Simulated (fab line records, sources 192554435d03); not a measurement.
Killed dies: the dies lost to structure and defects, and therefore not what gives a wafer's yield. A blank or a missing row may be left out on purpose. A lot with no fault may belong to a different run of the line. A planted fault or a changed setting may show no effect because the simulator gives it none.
Struck lot and sound lot, side by side :: flow n5-finfet :: 19 out of 1938 route steps
Sound: the wafers L639.2, L639.3, L639.5. Struck: wafer L647.2 (left out: L647.4, L647.6 of the same lot, which were not struck); the cause appears at the end.
Order at every step that has rows: each side's tool, ch and its chambers, its first start. Under that, the readings that differ: sound wafers :: struck wafers :: difference of the means :: sigmas: that difference in standard deviations of wafers without a fault.
alike: readings with means less than 2 such deviations apart, plus words and numbers identical on both sides. not compared: withheld readings, readings lacking a value on some wafer, bounds such as >300 that could conceal the same value, and numbers that have no deviation in the record and whose values overlap.
The two part at a step that has a row with sigmas, a row that says differs or no value, or rows on one side only. Numbers that don't overlap but have no deviation are shown without sigmas and don't part them. A reading that every wafer of one side lacks parts them only if that side has two wafers or more.

first, 7 steps without rows for these wafers: N5_BEOL_M0_CUTY_COAT_50 (time 60 s, resist thk 15 nm); N5_BEOL_M0_CUTY_COAT_51 (resist thk 150 nm); N5_BEOL_M0_CUTY_EBR_52; N5_BEOL_M0_CUTY_SOFTBAKE_53 (time 60 s); N5_BEOL_M0_CUTY_EXPOSE_54 (exposes mask M0 ABLK); N5_BEOL_M0_CUTY_PEB_55 (peb time 60 s); N5_BEOL_M0_CUTY_DEVELOP_56 (develop time 30 s).
N5_BEOL_M0_CUTY_CD_MEAS_57: the cd target is 200 nm.
  sound on cd-sem-02 ch 0, day 6 11:49; struck on cd-sem-02 ch 0, day 8 16:50
  alike: cd-nm
N5_BEOL_M0_CUTY_OVL_MEAS_58:
  sound on overlay-02 ch 0, day 6 11:51; struck on overlay-01 ch 0, day 8 16:52
  alike: M0_ABLK_OVL
N5_BEOL_M0_CUTY_INSPECT_59: inspects for defects (macro).
  sound on defect-inspect-02 at day 6 11:53; struck on defect-inspect-02 at day 8 16:53
  alike: raw-defect-count
N5_BEOL_M0_CUTY_DESCUM_61: chemistry O2, time 7.9 s.
  sound on rie-diel-04 ch 2,3, day 6 11:55; struck on rie-diel-04 ch 2, day 8 16:55
  alike: drypump-motor-current-A, oes-product-au, rf-vpp-V, showerhead-plenum-p-Torr, temp-c, throttle-valve-pct
  not compared: rf-hours-counter-h
N5_BEOL_M0_CUTY_ETCH_62: etches SiARC in CF4, time 58.5 s.
  sound on rie-diel-04 ch 2,3, day 6 11:57; struck on rie-diel-04 ch 2, day 8 16:57
  alike: drypump-motor-current-A, etch-rf-on-time-s, oes-product-au, rf-vpp-V, showerhead-plenum-p-Torr, throttle-valve-pct
  not compared: rf-hours-counter-h
N5_BEOL_M0_CUTY_ETCH_63: etches SOC in N2/H2, target depth 82.7 nm, overetch 16.5 nm, time 124 s.
  sound on rie-diel-04 ch 2,3, day 6 11:59; struck on rie-diel-04 ch 2, day 8 17:00
reading: model.SiO2_of_BEOL_M0_SAQP_SPACER2_ALD_26.thk-nm (nm)
sound: 7 7 7
struck: 5.4
difference: -1.6
sigmas: 
  alike: drypump-motor-current-A, n2-flow-sccm, oes-product-au, rf-vpp-V, showerhead-plenum-p-Torr, temp-c, throttle-valve-pct
  not compared: rf-hours-counter-h
then, 1 step without rows for these wafers: N5_BEOL_M0_CUTY_STRIP_64 (strips in N2/H2).
N5_BEOL_M0_ETCH_138: etches SiCN in CH3F/O2, target depth 12 nm, time 31.6 s.
  sound on rie-diel-04 ch 2,3, day 6 12:07; struck on rie-diel-04 ch 2, day 8 17:07
  alike: drypump-motor-current-A, etch-rf-on-time-s, oes-product-au, rf-vpp-V, showerhead-plenum-p-Torr, throttle-valve-pct
  not compared: rf-hours-counter-h
N5_BEOL_M0_HM_OPEN_105: chemistry Cl2/BCl3, target TiN, target depth 12 nm.
  sound on rie-metal-01 ch 0,1, day 6 13:11; struck on rie-metal-02 ch 1, day 8 17:26
reading: model.SiO2_of_BEOL_M0_SAQP_SPACER2_ALD_26.thk-nm (nm)
sound: 2.6 2.8 2.6
struck: 1.6
difference: -1.1
sigmas: 
  alike: bcl3-flow-sccm, drypump-motor-current-A, oes-product-au, throttle-valve-pct
  not compared: rf-hours-counter-h
N5_BEOL_M0_STRIP_140: strips in CF4.
  sound on rie-diel-02 ch 0,2, day 6 13:37; struck on rie-diel-05 ch 3, day 8 17:37
  alike: drypump-motor-current-A, oes-product-au, rf-vpp-V, showerhead-plenum-p-Torr, throttle-valve-pct
  not compared: rf-hours-counter-h
-- record jumps: 2 days separate the struck wafers' starts on either side; left off in module BEOL_M0, taken up again in module BEOL_M4, whose first shown step is the route's number 1111 --
N5_BEOL_M4_RC_MEAS_101:
  sound on prober-02 ch 0, day 8 15:35; struck on prober-02 ch 0, day 10 22:55
  alike: DIBL_N, DIBL_P, IOFF_N, IOFF_P, ION_N, ION_P, SS_N, SS_P, VT_N, VT_P
-- record jumps: 4 days separate the struck wafers' starts on either side; left off in module BEOL_M4, taken up again in module PASSIVATION, whose first shown step is the route's number 1936 --
N5_PASSIVATION_PROBE_49:
  sound on prober-01 at day 13 06:09; struck on prober-01 at day 14 21:52
reading: defect-limited-yield (%)
sound: 90.4 90.8 89.1
struck: 93.1
difference: +3.0
sigmas: +2

reading: killed-dies
sound: 113 109 129
struck: 82
difference: -35
sigmas: -2

reading: killed-open
sound: 73 76 99
struck: 50
difference: -33
sigmas: -3

reading: sort-n-pass
sound: 1067 1071 1051
struck: 1098
difference: +35
sigmas: +2

reading: sort-yield-pct (%)
sound: 90.4 90.8 89.1
struck: 93.1
difference: +3.0
sigmas: +2
  alike: killed_at_M0_to_M3, killed_at_M4_up, killed-at-contacts, killed-at-front-end, killed-at-other, killed-short, sort_bin_5_function, sort_bin_6_memory

WHERE THEY PART
Only at N5_PASSIVATION_PROBE_49, as far as this record shows.

WHY: what the simulator had put in
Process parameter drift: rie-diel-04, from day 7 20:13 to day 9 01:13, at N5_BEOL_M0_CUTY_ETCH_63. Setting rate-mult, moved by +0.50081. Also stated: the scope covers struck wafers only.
